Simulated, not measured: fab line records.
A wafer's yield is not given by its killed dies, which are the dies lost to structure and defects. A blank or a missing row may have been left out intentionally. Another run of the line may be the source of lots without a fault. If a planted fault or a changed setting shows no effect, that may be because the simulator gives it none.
Chamber matching + flow n5 finfet + N5_MIM_TOP_ALD_00 on ald hk-03 has 4 sister chambers
The step deposits Al2O3, purge time 3 s, co reactant pulse time 3 s. 4 wafers are shown with their chamber, then 9 later ones without.

WAFERS PAIRED WITH THEIR CHAMBERS
| wafer  | chamber | precursor pulse height rel |
|--------|---------|----------------------------|
| L079.6 | 2       | 1.020                      |
| L087.1 | 1       | 1.005                      |
| L087.4 | 0       | 1.029                      |
| L087.5 | 3       | 1.005                      |

WAFERS WHOSE CHAMBER IS MISSING
| wafer  | precursor pulse height rel |
|--------|----------------------------|
| L090.3 | 0.991                      |
| L090.5 | 0.994                      |
| L090.6 | 0.997                      |
| L092.3 | 0.989                      |
| L092.4 | 0.965                      |
| L092.5 | 1.020                      |
| L096.1 | 0.980                      |
| L096.2 | 1.010                      |
| L096.3 | 0.966                      |

WHICH CHAMBER EACH ONE RAN IN
| wafer  | from the rows above               | in truth |
|--------|-----------------------------------|----------|
| L090.3 | can't be placed: 1 or 3 or 2 or 0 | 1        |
| L090.5 | can't be placed: 1 or 3 or 2 or 0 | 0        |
| L090.6 | can't be placed: 1 or 3 or 2 or 0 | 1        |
| L092.3 | can't be placed: 1 or 3 or 2 or 0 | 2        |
| L092.4 | can't be placed: 1 or 3 or 2 or 0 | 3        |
| L092.5 | can't be placed: 2 or 0 or 1 or 3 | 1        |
| L096.1 | can't be placed: 1 or 3 or 2 or 0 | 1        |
| L096.2 | can't be placed: 1 or 3 or 2 or 0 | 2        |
| L096.3 | can't be placed: 1 or 3 or 2 or 0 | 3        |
Correct placement for 0 of the 9. From these rows, 9 cannot be placed; in 9 the true chamber is one of the candidates. 0 placed wrongly.
How it was worked out, from the rows above alone: a wafer's distance from a chamber is the root of the sum, over the readings, of the square of ((its reading less the chamber's mean) divided by the reading's scatter). The wafer belongs to the nearest chamber; if the next one is less than 2 further off, it can't be placed. The mean given for a chamber averages the wafers shown for that chamber. The scatter (one wafer shown for each chamber): square how far every hidden wafer sits from the nearest shown wafer, average those squares and take the square root.
